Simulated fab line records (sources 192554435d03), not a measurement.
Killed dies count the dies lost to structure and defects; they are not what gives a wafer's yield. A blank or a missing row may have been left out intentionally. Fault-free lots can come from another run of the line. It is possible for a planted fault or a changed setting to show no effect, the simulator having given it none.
fab line records	flow n5Finfet	part 1 of 2: steps 1 to 9 of 10
record: lots: 6	wafers: 18	lastDay: 15
route steps=1938 shown BEOL_M4@1111 BEOL_M10@1490 BEOL_M15@1830 PASSIVATION@1936
lots that met no fault: taken from a fault-free run of the same line
startH: hours from the record's opening day to when the first of the lot's shown wafers began	waitH: hours elapsed since this lot's preceding step	" same as the row above	L1.1+2: one row covering several wafers at once	- value missing, or start not given	* or withheld: withheld	< > ~ a bound
route shown NAME@n: names a module that has steps shown in the file, with the first one's number in the route	usual: average and standard deviation across the fault-free wafers	same: alike in all rows	chamber/n: place in a boat	sites: readings site by site	_std_site: how widely they spread, as a standard deviation	_edge_site: inner sites' mean taken away from outer sites' mean	radiusMm: for every site, how far away it sits from the centre of the wafer	mask NAME#n: copy n	behind: the most recent tool/chamber to have shaped the wafer	hold: the reason the lot was held/the length of the hold in hours/how it ended	device: which transistor (n, p or np) failed to switch	end of line: at the end of the route, the tests of the same wafers	step lacking rows: just its recipe	killed: at the first sort, the dies lost to defects and structure; wafer yield is something else	map: the dies of a wafer, with x for killed, . for not killed, _ for no die there
set.NAME: the setting the step ran with; set.NAME@STEP: the setting that earlier step ran with	model.NAME: the simulator's own value behind a step, which no gauge read
a sample of lots followed through the steps of the route, with each step as a table and each wafer as a row
services: from which hour (startH, from the record's first day; less than 0 if before it) a tool's chamber was out of use, for how many hours, and why
== steps ==
step: N5_BEOL_M4_RC_MEAS_101
usual: DIBL_N: 35.4/2.1	DIBL_P: 34.8/2.6	IOFF_N: 0.15/0.037	IOFF_P: 0.19/0.037	ION_N: 677/16	ION_P: 462/9.3	SS_N: 71.4/0.75	SS_P: 72.9/0.77	VT_N: 250/3.7	VT_P: -251/3.5
lot.wafer	tool	chamber	startH	waitH	DIBL_N[mV/V]	DIBL_P[mV/V]	IOFF_N[nA/um]	IOFF_P[nA/um]	ION_N[uA/um]	ION_P[uA/um]	SS_N[mV/dec]	SS_P[mV/dec]	VT_N[mV]	VT_P[mV]
L563.1	prober-01	0	183.49	0.0	35.6	34.3	0.13	0.14	654	441	71.5	72.4	255	-257
L563.3	"	0	"	"	39.3	38.9	0.22	0.20	684	455	73.0	73.8	247	-256
L563.5	"	0	"	"	37.9	37.1	0.19	0.18	686	455	72.5	73.3	249	-254
L564.3	prober-02	0	183.90	0.3	34.8	32.0	0.13	0.19	679	472	70.9	72.6	250	-248
L564.4	"	0	"	"	35.0	32.7	0.14	0.20	682	478	71.0	72.5	249	-250
L564.6	"	0	"	"	33.1	30.1	0.11	0.17	672	470	70.0	72.6	253	-251
L565.1	prober-01	0	197.97	0.0	35.3	35.4	0.15	0.19	690	464	71.8	73.3	245	-253
L565.3	"	0	"	"	36.9	36.0	0.16	0.18	677	453	71.4	72.7	250	-255
L565.6	"	0	"	"	31.4	29.3	0.09	0.12	657	449	70.0	71.3	256	-259
L566.1	prober-02	0	198.45	0.2	34.7	35.4	0.15	0.18	697	463	70.7	72.6	249	-256
L566.3	"	0	"	"	31.1	31.0	0.09	0.13	665	461	70.3	71.1	256	-256
L566.5	"	0	"	"	35.3	35.7	0.14	0.19	679	464	71.1	72.5	249	-252
L572.2	prober-01	0	230.56	0.2	34.5	34.6	0.13	0.17	684	464	71.4	72.2	252	-252
L572.4	"	0	"	"	36.8	37.8	0.15	0.20	669	453	71.6	73.7	251	-255
L572.5	"	0	"	"	36.8	36.9	0.16	0.19	668	457	71.8	73.4	249	-253
L574.3	prober-02	0	251.52	0.3	34.3	34.2	0.13	0.17	660	454	71.3	71.9	251	-253
L574.5	"	0	"	"	39.5	41.3	0.25	0.31	712	480	72.6	74.3	242	-243
L574.6	"	0	"	"	32.7	31.6	0.11	0.14	669	457	70.9	72.1	253	-254
step: N5_BEOL_M10_STRIP_67
recipe: chemistry: CF4	resist: SiARC	powerW: 300	biasPowerW: 75	pressureMtorr: 50	cf4FlowSccm: 150	rfFrequencyHz: 6e+07
usual: drypumpMotorCurrentA: 5.7/0.33	oesProductAu: 0.79/0.073	rfVppV: 271.2/1.7	showerheadPlenumPTorr: 1.80/0.056	throttleValvePct: 13.66/0.23
lot.wafer	tool	chamber	startH	waitH	drypumpMotorCurrentA	oesProductAu	rfHoursCounterH	rfVppV	showerheadPlenumPTorr	throttleValvePct
L563.1	rieDiel-05	2	234.17	0.0	5.9	0.89	35	270.2	1.78	13.82
L563.3	"	0	"	"	5.8	0.73	200	270.7	1.76	13.63
L563.5	"	2	"	"	5.9	0.89	-	270.4	1.78	13.83
L564.3	rieDiel-03	0	234.20	0.0	5.5	0.69	215	272.2	1.84	14.07
L564.4	"	3	"	"	5.6	0.81	84	271.3	1.81	13.42
L564.6	"	2	"	"	5.7	0.73	-	269.5	1.72	13.66
L565.1	rieDiel-03	2	251.60	0.0	5.7	0.73	193	269.6	1.72	13.68
L565.3	"	3	"	"	5.6	0.80	90	271.6	1.81	13.43
L565.6	"	0	"	"	5.5	0.69	-	271.9	1.84	14.08
L566.1	rieDiel-01	3	252.09	0.0	5.1	0.90	26	272.7	1.89	13.28
L566.3	"	1	"	"	5.9	0.77	135	272.7	1.84	13.41
L566.5	"	0	"	"	6.2	0.76	-	271.3	1.81	13.82
L572.2	rieDiel-01	3	288.03	0.0	5.1	0.87	39	274.5	1.89	13.30
L572.4	"	2	"	"	6.2	0.88	55	272.8	1.81	13.48
L572.5	"	0	"	"	6.2	0.75	-	271.8	1.80	13.86
L574.3	rieDiel-01	2	309.20	0.0	6.2	0.85	64	271.8	1.81	13.50
L574.5	"	1	"	"	5.9	0.75	-	272.4	1.84	13.47
L574.6	"	0	"	"	6.2	0.74	-	270.2	1.80	13.88
step: N5_BEOL_M10_DESCUM_33
recipe: chemistry: O2	timeS: 7.9	sourcePowerW: 50	biasPowerW: 20	pressureMtorr: 20	rfFrequencyHz: 2.712e+07	tempC: 40	resist: CAR-ArF	o2FlowSccm: 225
usual: drypumpMotorCurrentA: 5.7/0.34	oesProductAu: 0.81/0.083	rfVppV: 243.5/1.5	showerheadPlenumPTorr: 2.11/0.079	throttleValvePct: 20.44/0.18
lot.wafer	tool	chamber	startH	waitH	drypumpMotorCurrentA	oesProductAu	rfHoursCounterH	rfVppV	showerheadPlenumPTorr	throttleValvePct
L563.1	rieDiel-01	0	237.95	0.3	6.2	0.76	147	243.9	2.07	20.43
L563.3	"	3	"	"	5.2	0.91	21	245.1	2.22	20.17
L563.5	"	2	"	"	6.2	0.92	-	243.9	2.11	20.30
L564.3	rieDiel-05	2	238.22	0.4	5.9	0.90	36	242.7	2.03	20.64
L564.4	"	0	"	"	5.8	0.74	201	243.6	2.05	20.25
L564.6	"	0	"	"	5.8	0.73	-	242.2	2.05	20.24
L565.1	rieDiel-01	1	252.54	0.0	5.9	0.75	135	245.9	2.21	20.48
L565.3	"	3	"	"	5.1	0.89	26	245.4	2.22	20.17
L565.6	"	2	"	"	6.2	0.92	-	243.2	2.11	20.29
L566.1	rieDiel-05	0	253.68	0.0	5.8	0.74	207	244.2	2.05	20.26
L566.3	"	2	"	"	5.9	0.90	41	241.6	2.03	20.67
L566.5	"	3	"	"	5.3	0.88	-	242.4	2.02	20.56
L572.2	rieDiel-05	2	292.48	0.0	5.8	0.87	56	242.8	2.03	20.68
L572.4	"	3	"	"	5.3	0.87	-	242.0	2.02	20.57
L572.5	"	0	"	"	5.8	0.73	-	243.1	2.04	20.26
L574.3	rieDiel-03	0	311.53	0.0	5.5	0.68	238	244.8	2.15	20.88
L574.5	"	1	"	"	5.4	0.96	-	245.7	2.22	20.42
L574.6	"	0	"	"	5.5	0.68	-	244.1	2.15	20.89
step: N5_BEOL_M10_STRIP_36
recipe: chemistry: N2/H2	powerW: 450	tempC: 40	pressureMtorr: 20	rfFrequencyHz: 6e+07	overashFraction: 0.3	biasPowerW: 7	h2Frac: 0.5	n2FlowSccm: 200	h2FlowSccm: 200
usual: drypumpMotorCurrentA: 5.7/0.34	oesProductAu: 0.80/0.082	rfVppV: 59.3/1.8	showerheadPlenumPTorr: 2.56/0.082	throttleValvePct: 23.6/0.33
lot.wafer	tool	chamber	startH	waitH	drypumpMotorCurrentA	oesProductAu	rfHoursCounterH	rfVppV	showerheadPlenumPTorr	throttleValvePct
L563.1	rieDiel-01	0	238.22	0.0	6.2	0.77	147	62.7	2.52	23.5
L563.3	"	3	"	"	5.2	0.90	21	59.8	2.70	23.4
L563.5	"	2	"	"	6.2	0.90	-	61.9	2.57	23.5
L564.3	rieDiel-05	2	238.49	0.0	5.8	0.90	36	59.9	2.50	24.4
L564.4	"	0	"	"	5.8	0.73	202	59.2	2.51	23.5
L564.6	"	0	"	"	5.8	0.74	-	61.9	2.51	23.6
L565.1	rieDiel-01	1	252.81	0.0	5.9	0.75	135	60.0	2.64	23.3
L565.3	"	3	"	"	5.1	0.89	26	57.9	2.69	23.3
L565.6	"	2	"	"	6.2	0.90	-	60.8	2.57	23.6
L566.1	rieDiel-05	0	253.95	0.0	5.8	0.73	207	58.1	2.51	23.5
L566.3	"	2	"	"	5.8	0.89	41	60.4	2.50	24.4
L566.5	"	3	"	"	5.3	0.90	-	60.0	2.47	23.9
L572.2	rieDiel-05	2	292.75	0.0	5.9	0.87	56	56.1	2.49	24.5
L572.4	"	3	"	"	5.3	0.87	-	57.9	2.46	23.9
L572.5	"	0	"	"	5.8	0.73	-	61.4	2.50	23.5
L574.3	rieDiel-03	0	311.80	0.0	5.5	0.67	238	61.6	2.59	24.0
L574.5	"	1	"	"	5.4	0.96	-	60.0	2.67	23.5
L574.6	"	0	"	"	5.5	0.67	-	60.6	2.60	24.0
step: N5_BEOL_M10_TRENCH_ETCH_37
recipe: chemistry: C4F6/O2	targetDepthA: 1488.3	target: SiCOH_lowk	timeS: 48	ionEnergyEv: 250	pressureMtorr: 30	sourceW: 345	biasW: 185	Ar_flow_sccm: 300	C4F6_flow_sccm: 10	O2_flow_sccm: 10
usual: drypumpMotorCurrentA: 5.7/0.34	oes_f_703_au: 0.81/0.085	oesProductAu: 0.81/0.085	rfVppV: 665/11	runLengthS: 71.3/0.47	showerheadPlenumPTorr: 2.88/0.098	throttleValvePct: 21.01/0.2	timeS: 48/0
lot.wafer	tool	chamber	startH	waitH	drypumpMotorCurrentA	oes_f_703_au	oesProductAu	rfHoursCounterH	rfVppV	runLengthS	showerheadPlenumPTorr	throttleValvePct	timeS
L563.1	rieDiel-01	0	238.26	-	6.2	0.81	0.77	147	659	71.2	2.87	21.18	48
L563.3	"	3	"	"	5.1	0.92	0.91	21	655	72.3	3.01	20.65	48
L563.5	"	2	"	"	6.2	0.91	0.93	-	676	72.3	2.94	21.17	48
L564.3	rieDiel-05	2	238.53	-	5.8	0.93	0.91	36	664	70.6	2.78	21.21	48
L564.4	"	0	"	"	5.8	0.72	0.74	202	661	70.6	2.79	20.75	48
L564.6	"	0	"	"	5.8	0.72	0.73	-	661	70.7	2.79	20.75	48
L565.1	rieDiel-01	1	252.85	-	5.9	0.76	0.76	135	679	71.1	2.96	20.81	48
L565.3	"	3	"	"	5.1	0.92	0.90	26	656	71.5	3.00	20.64	48
L565.6	"	2	"	"	6.2	0.89	0.92	-	673	72.5	2.93	21.18	48
L566.1	rieDiel-05	0	253.99	-	5.8	0.72	0.73	207	662	71.4	2.78	20.73	48
L566.3	"	2	"	"	5.8	0.93	0.90	41	665	70.9	2.78	21.22	48
L566.5	"	3	"	"	5.3	0.90	0.91	-	662	70.9	2.76	21.07	48
L572.2	rieDiel-05	2	292.79	-	5.9	0.90	0.89	56	664	59.2	2.77	21.24	33.6
L572.4	"	3	"	"	5.3	0.88	0.88	-	663	59.5	2.75	21.09	33.6
L572.5	"	0	"	"	5.8	0.71	0.72	-	661	60.1	2.78	20.76	33.6
L574.3	rieDiel-03	0	311.84	-	5.6	0.68	0.67	238	679	60.0	2.90	21.32	33.6
L574.5	"	1	"	"	5.4	0.97	0.96	-	681	59.5	3.04	21.06	33.6
L574.6	"	0	"	"	5.5	0.69	0.67	-	680	59.6	2.90	21.33	33.6
step: N5_BEOL_M10_OCD_MEAS_38
usual: trenchDepthNm: 151/3.6
lot.wafer	tool	chamber	startH	waitH	trenchDepthNm
L563.1	ocd-02	-	238.44	-	151
L563.3	"	-	"	"	151
L563.5	"	-	"	"	156
L564.3	ocd-01	-	238.72	-	155
L564.4	"	-	"	"	152
L564.6	"	-	"	"	150
L565.1	ocd-02	-	253.04	-	145
L565.3	"	-	"	"	150
L565.6	"	-	"	"	156
L566.1	ocd-01	-	254.17	-	151
L566.3	"	-	"	"	154
L566.5	"	-	"	"	157
L572.2	ocd-01	-	292.97	-	109
L572.4	"	-	"	"	109
L572.5	"	-	"	"	106
L574.3	ocd-01	-	312.03	-	104
L574.5	"	-	"	"	106
L574.6	"	-	"	"	105
step: N5_BEOL_M10_THK_MEAS_53
recipe: thkMeasGauge: xrf	reads: Cu_of_BEOL_M10_ECD_50
usual: M10_THK: 141/3.8
lot.wafer	tool	chamber	startH	waitH	M10_THK[nm]
L563.1	filmMetro-02	-	240.56	-	142
L563.3	"	-	"	"	142
L563.5	"	-	"	"	147
L564.3	filmMetro-02	-	244.96	-	146
L564.4	"	-	"	"	141
L564.6	"	-	"	"	143
L565.1	filmMetro-02	-	255.92	-	138
L565.3	"	-	"	"	141
L565.6	"	-	"	"	147
L566.1	filmMetro-01	-	256.42	-	141
L566.3	"	-	"	"	145
L566.5	"	-	"	"	146
L572.2	filmMetro-01	-	296.12	-	100
L572.4	"	-	"	"	101
L572.5	"	-	"	"	97
L574.3	filmMetro-02	-	316.41	-	94
L574.5	"	-	"	"	95
L574.6	"	-	"	"	95
step: N5_BEOL_M10_RS_MEAS_57
recipe: thkMeasGauge: four-point-probe	reads: Cu_of_BEOL_M10_ECD_50+Co_of_BEOL_M10_CVD_75+TaN_of_BEOL_M10_ALD_74
usual: M10_RS: 0.149/0.0043
lot.wafer	tool	chamber	startH	waitH	M10_RS[ohm/sq]
L563.1	filmMetro-01	-	240.69	0.1	0.148
L563.3	"	-	"	"	0.147
L563.5	"	-	"	"	0.142
L564.3	filmMetro-02	-	245.09	0.1	0.145
L564.4	"	-	"	"	0.150
L564.6	"	-	"	"	0.147
L565.1	filmMetro-02	-	256.10	0.1	0.154
L565.3	"	-	"	"	0.149
L565.6	"	-	"	"	0.143
L566.1	filmMetro-02	-	256.55	0.1	0.147
L566.3	"	-	"	"	0.144
L566.5	"	-	"	"	0.141
L572.2	filmMetro-01	-	296.26	0.1	0.222
L572.4	"	-	"	"	0.218
L572.5	"	-	"	"	0.229
L574.3	filmMetro-01	-	316.54	0.1	0.239
L574.5	"	-	"	"	0.236
L574.6	"	-	"	"	0.234
step: N5_BEOL_M15_RC_MEAS_101
usual: COMB_M11: 1.5e-11/3.1e-12	COMB_M12: 6.8e-12/1.3e-12	COMB_M13: 5.1e-12/1.1e-12	COMB_M13_max_site: 7.1e-12/1.6e-12	COMB_M14: 3.7e-12/8.8e-13	COMB_M14_max_site: 5.1e-12/1.2e-12	COMB_M15: 2.7e-12/6.4e-13	COMB_M15_max_site: 3.8e-12/9.3e-13	COMB_M5: 3.7e-11/8.3e-12	COMB_M6: 2.5e-11/4.8e-12	COMB_M6_max_site: 3.6e-11/8.5e-12	COMB_M7: 2.5e-11/5.5e-12	COMB_M8: 2.7e-11/5.2e-12	COMB_M9: 1.5e-11/3.1e-12	SERP_M10: 3.03/0.11	SERP_M10_max_site: 3.12/0.1	SERP_M11: 3.09/0.085	SERP_M12: 0.624/0.02	SERP_M13: 0.308/0.0087	SERP_M14: 0.156/0.0058	SERP_M5: 40.3/2.2	SERP_M6: 13.5/0.73	SERP_M7: 14.3/0.75	SERP_M8: 13.8/0.71	SERP_M9: 3.07/0.085
lot.wafer	tool	chamber	startH	waitH	COMB_M11[S/m]	COMB_M12[S/m]	COMB_M13[S/m]	COMB_M13_max_site[S/m]	COMB_M14[S/m]	COMB_M14_max_site[S/m]	COMB_M15[S/m]	COMB_M15_max_site[S/m]	COMB_M5[S/m]	COMB_M6[S/m]	COMB_M6_max_site[S/m]	COMB_M7[S/m]	COMB_M8[S/m]	COMB_M9[S/m]	SERP_M10[ohm/um]	SERP_M10_max_site[ohm/um]	SERP_M11[ohm/um]	SERP_M12[ohm/um]	SERP_M13[ohm/um]	SERP_M14[ohm/um]	SERP_M5[ohm/um]	SERP_M6[ohm/um]	SERP_M7[ohm/um]	SERP_M8[ohm/um]	SERP_M9[ohm/um]
L563.1	prober-02	0	280.66	0.0	2.2e-11	7.2e-12	4.6e-12	7.2e-12	4.2e-12	5.4e-12	3e-12	3.4e-12	3.7e-11	2.3e-11	2.6e-11	2.2e-11	2.7e-11	1.1e-11	3.05	3.10	3.02	0.650	0.311	0.163	40.3	13.2	14.3	13.0	3.09
L563.3	"	0	"	"	1.7e-11	8e-12	3.9e-12	5.1e-12	3.4e-12	4.7e-12	2.9e-12	4.2e-12	4.5e-11	2.8e-11	4.7e-11	3e-11	3.3e-11	8e-12	3.04	3.10	3.22	0.629	0.297	0.149	43.0	13.9	13.0	13.6	3.30
L563.5	"	0	"	"	1.7e-11	7.5e-12	3.9e-12	4.5e-12	3.1e-12	5.6e-12	2.7e-12	3.7e-12	2.4e-11	2.7e-11	3.7e-11	2.2e-11	2.6e-11	1.4e-11	2.92	3.06	3.09	0.617	0.321	0.162	40.8	12.6	13.9	13.6	3.38
L564.3	prober-02	0	286.86	0.3	1.6e-11	7.1e-12	5e-12	9.5e-12	4.5e-12	5.8e-12	2.3e-12	3.6e-12	4e-11	2.8e-11	3.3e-11	2.3e-11	1.8e-11	1.4e-11	2.96	3.04	2.93	0.603	0.295	0.146	42.8	12.7	14.3	15.1	3.17
L564.4	"	0	"	"	1.1e-11	6.7e-12	5e-12	8.7e-12	4.2e-12	5.3e-12	2.7e-12	3.7e-12	5.1e-11	1.9e-11	2.4e-11	1.7e-11	1.9e-11	1.6e-11	3.02	3.09	2.98	0.607	0.312	0.146	39.1	13.3	14.1	14.8	3.20
L564.6	"	0	"	"	2.2e-11	5.2e-12	6.2e-12	8.2e-12	3.6e-12	4.8e-12	2.8e-12	3.6e-12	3.3e-11	2e-11	2.7e-11	2.1e-11	3.3e-11	1.2e-11	3.07	3.18	3.13	0.605	0.300	0.154	38.9	12.9	14.4	14.5	3.27
L566.1	prober-02	0	291.39	0.0	1.5e-11	6.6e-12	3.7e-12	5.9e-12	5.6e-12	7.9e-12	2.9e-12	3.8e-12	5.8e-11	2.4e-11	3.5e-11	2.8e-11	2.5e-11	1.4e-11	2.93	3.05	3.29	0.640	0.320	0.147	40.8	14.4	13.7	13.6	3.12
L566.3	"	0	"	"	1.4e-11	7.6e-12	3.8e-12	5.1e-12	3.9e-12	5.9e-12	3.6e-12	4.1e-12	4.2e-11	2.9e-11	4.1e-11	2.1e-11	2.8e-11	1.5e-11	2.90	3.02	3.15	0.635	0.305	0.160	40.2	14.6	13.5	12.1	3.24
L566.5	"	0	"	"	1.6e-11	7.6e-12	4.2e-12	8.4e-12	5.1e-12	6.2e-12	3e-12	3.8e-12	4.6e-11	3.1e-11	4.8e-11	2.4e-11	2.6e-11	1.5e-11	2.83	2.88	3.12	0.658	0.313	0.149	44.8	15.2	14.0	13.1	3.17
L565.1	prober-02	0	294.52	0.0	1.3e-11	7e-12	4.6e-12	5e-12	2.8e-12	5.3e-12	3.6e-12	5.3e-12	2.6e-11	3e-11	3.9e-11	3.2e-11	2.6e-11	1.8e-11	3.10	3.15	3.06	0.621	0.290	0.160	39.4	13.0	13.5	14.3	3.04
L565.3	"	0	"	"	1.3e-11	6.5e-12	4.4e-12	5.9e-12	2.3e-12	3.5e-12	4.2e-12	4.6e-12	2.8e-11	1.8e-11	2.1e-11	3e-11	2.8e-11	1.2e-11	3.03	3.10	3.11	0.615	0.304	0.149	38.7	13.3	14.2	14.4	3.01
L565.6	"	0	"	"	1.3e-11	6.5e-12	4.6e-12	6.3e-12	2.6e-12	3.4e-12	2.9e-12	4.1e-12	2.9e-11	2.7e-11	4.5e-11	4.1e-11	4.2e-11	1.5e-11	2.90	3.02	3.14	0.610	0.311	0.159	39.4	13.3	14.2	14.1	3.04
L572.2	prober-02	0	328.07	0.2	1.4e-11	6.6e-12	4.1e-12	5.3e-12	3.9e-12	5.5e-12	3.3e-12	5.3e-12	3.5e-11	2.4e-11	3.2e-11	2.4e-11	3.2e-11	1.3e-11	4.61	4.72	3.00	0.629	0.324	0.155	40.9	12.2	13.3	14.5	2.95
L572.4	"	0	"	"	1.7e-11	6.6e-12	5.5e-12	7.2e-12	6.2e-12	6.9e-12	3e-12	3.7e-12	3.2e-11	3.3e-11	5.5e-11	2.8e-11	2.4e-11	1.2e-11	4.43	4.54	2.96	0.643	0.306	0.150	35.7	13.1	13.9	13.0	3.25
L572.5	"	0	"	"	1.5e-11	5.4e-12	4.6e-12	7.6e-12	6.2e-12	7.8e-12	3.1e-12	3.9e-12	4e-11	2.5e-11	3.6e-11	1.7e-11	2.2e-11	1.4e-11	4.55	4.76	2.95	0.644	0.300	0.153	37.7	12.9	13.8	15.0	3.12
L574.3	prober-02	0	344.25	0.3	1.1e-11	6.2e-12	5e-12	6.5e-12	3.9e-12	5.5e-12	2.2e-12	3e-12	4.1e-11	2e-11	3.2e-11	2.4e-11	3.1e-11	1.5e-11	4.91	5.08	3.09	0.661	0.305	0.149	39.2	14.8	14.2	15.6	3.08
L574.5	"	0	"	"	2.5e-11	6.8e-12	6.8e-12	1e-11	4e-12	4.9e-12	3e-12	3.8e-12	3e-11	2.6e-11	4.1e-11	2.3e-11	3e-11	9e-12	4.71	4.76	3.03	0.626	0.298	0.148	37.8	13.1	13.1	15.1	3.13
L574.6	"	0	"	"	1.4e-11	7.6e-12	4.5e-12	5.7e-12	3.4e-12	4.6e-12	3.2e-12	4.3e-12	2.7e-11	1.9e-11	2.4e-11	1.8e-11	2.9e-11	1.1e-11	4.58	4.65	3.08	0.681	0.304	0.155	37.3	14.7	14.0	14.0	3.17
sites SERP_M10 radiusMm=0,75,75,75,75,140,140,140,140
L563.1 2.99 3.10 3.07 3.09 3.05 3.09 2.99 3.04 2.96
L564.3 2.99 3.04 2.96 3.00 2.99 2.93 2.87 2.87 2.85
L566.1 2.83 2.92 2.93 2.91 2.92 3.03 3.05 2.95 3.00
L565.1 3.09 3.13 3.12 3.09 3.11 3.01 3.15 3.10 3.06
L572.2 4.72 4.70 4.61 4.67 4.65 4.32 4.28 4.28 4.27
L574.3 4.90 4.93 5.08 5.00 4.91 4.74 4.96 4.83 4.76
== key ==
firstSign: step: N5_BEOL_M10_TRENCH_ETCH_37	reading: timeS	direction: down	sigmas: 99+	usual: *	struck: *
effect: step: N5_BEOL_M10_TRENCH_ETCH_37	reading: runLengthS	direction: down	sigmas: 25	usual: *	struck: *
effect: step: N5_BEOL_M10_OCD_MEAS_38	reading: trenchDepthNm	direction: down	sigmas: 13	usual: 151	struck: 107
effect: step: N5_BEOL_M10_THK_MEAS_53	reading: M10_THK	direction: down	sigmas: 12	usual: 141	struck: 97
effect: step: N5_BEOL_M10_RS_MEAS_57	reading: M10_RS	direction: up	sigmas: 19	usual: 0.149	struck: 0.230
effect: step: N5_BEOL_M15_RC_MEAS_101	reading: SERP_M10	direction: up	sigmas: 15	usual: 3.03	struck: 4.63
effect: step: N5_PASSIVATION_PROBE_49	reading: sort_bin_8_speed	direction: up	sigmas: 3	usual: 0.01	struck: 0.31	wafersMoved: 4
metAt N5_BEOL_M10_TRENCH_ETCH_37
struckLots L572,L574
notActingAt N5_BEOL_M10_STRIP_67,N5_BEOL_M10_DESCUM_33,N5_BEOL_M10_STRIP_36
onsetBetween 253.99 292.79
fault: kind: recipeVersionSkew	tool: rieDiel-01,rieDiel-03,rieDiel-05	chamber: -	onsetH: 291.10	steps: N5_BEOL_M10_TRENCH_ETCH_37	wrongRecipe.timeS: *
